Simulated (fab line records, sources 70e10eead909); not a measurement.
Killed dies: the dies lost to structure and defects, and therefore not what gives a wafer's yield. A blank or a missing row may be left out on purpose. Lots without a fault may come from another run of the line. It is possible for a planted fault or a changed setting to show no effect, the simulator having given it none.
Chamber matching	flow nandHarc	NHARC_A_BONDPAD_DESCUM_11 on rieDiel-03 has 4 sister chambers
The step chemistry O2, time 3 s. 33 wafers are shown with their chamber, then 12 later ones without.

## WAFERS PAIRED WITH THEIR CHAMBERS
wafer	chamber	drypumpMotorCurrentA (A)	oesProductAu (a.u.)	rfVppV (V)
L075.2	0	5.37	1.017	57.9
L075.5	2	6.02	0.993	58.2
L075.6	1	5.64	0.997	59.3
L078.2	0	5.38	1.003	58.6
L078.5	0	5.37	0.999	57.1
L078.6	1	5.61	0.986	56.9
L080.1	2	6.01	1.002	57.7
L080.2	0	5.37	1.003	56.2
L080.6	1	5.63	0.981	60.1
L084.3	1	5.64	0.980	57.7
L084.5	3	5.66	1.022	57.4
L084.6	0	5.35	1.005	57.8
L082.1	1	5.63	0.983	57.4
L082.4	1	5.64	0.982	57.3
L082.5	2	6.03	0.991	57.4
L083.1	0	5.36	1.001	57.9
L083.3	1	5.63	0.974	57.4
L083.6	3	5.67	1.001	57.4
L086.1	1	5.62	0.989	58.5
L086.2	2	6.04	1.009	56.7
L086.6	3	5.65	1.005	56.8
L085.1	1	5.61	0.974	58.2
L085.2	0	5.36	1.004	58.1
L085.3	3	5.67	1.006	57.1
L089.1	1	5.63	0.994	58.9
L089.3	2	6.02	1.016	58.3
L089.5	2	6.03	0.996	59.5
L091.2	0	5.37	1.014	57.3
L091.5	0	5.37	0.995	58.1
L091.6	3	5.65	0.998	58.3
L093.1	3	5.59	1.011	56.3
L093.3	2	6.03	0.994	58.4
L093.6	1	5.63	0.992	56.9

SIGNATURES (averages over the wafers above)
reading	chamber 0	chamber 1	chamber 2	chamber 3	scatter within a chamber
drypumpMotorCurrentA	5.3667	5.6282	6.0257	5.6483	0.0153
oesProductAu	1.00456	0.98473	1.00014	1.00717	0.008
rfVppV	57.667	58.055	58.029	57.217	0.867
Rule: a wafer's distance from a chamber is the root of the sum, over the readings, of the square of ((its reading less the chamber's mean) divided by the reading's scatter). The wafer belongs to the nearest chamber; if the next one is less than 2 further off, it can't be placed. How the scatter is found: for the shown wafers, subtract from each reading the mean of its chamber, square and add these, divide the total by (wafers less chambers), then take the root.

## WAFERS WITHOUT THEIR CHAMBER
wafer	drypumpMotorCurrentA (A)	oesProductAu (a.u.)	rfVppV (V)
L094.1	5.38	1.003	58.4
L094.3	5.66	1.009	56.6
L094.4	6.01	0.993	59.0
L096.1	5.62	1.002	57.1
L096.2	5.37	1.006	56.9
L096.6	5.37	1.012	57.4
L096.3	5.68	1.014	57.9
L096.4	6.02	0.993	58.1
L096.5	5.63	1.000	58.5
L095.1	5.68	0.999	58.5
L095.2	5.64	0.985	57.5
L095.3	6.03	0.996	57.8

## CHAMBER TAKEN BY EACH
wafer	from the rows above	in truth
L094.1	0	0
L094.3	3	3
L094.4	2	2
L096.1	can't be placed: 3 or 1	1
L096.2	0	0
L096.6	0	0
L096.3	3	3
L096.4	2	2
L096.5	can't be placed: 1 or 3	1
L095.1	can't be placed: 3 or 1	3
L095.2	can't be placed: 1 or 3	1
L095.3	2	2
Correctly placed: 8 of 12. These rows do not allow placing 4 (true chamber among the candidates in 4). 0 placed wrongly.
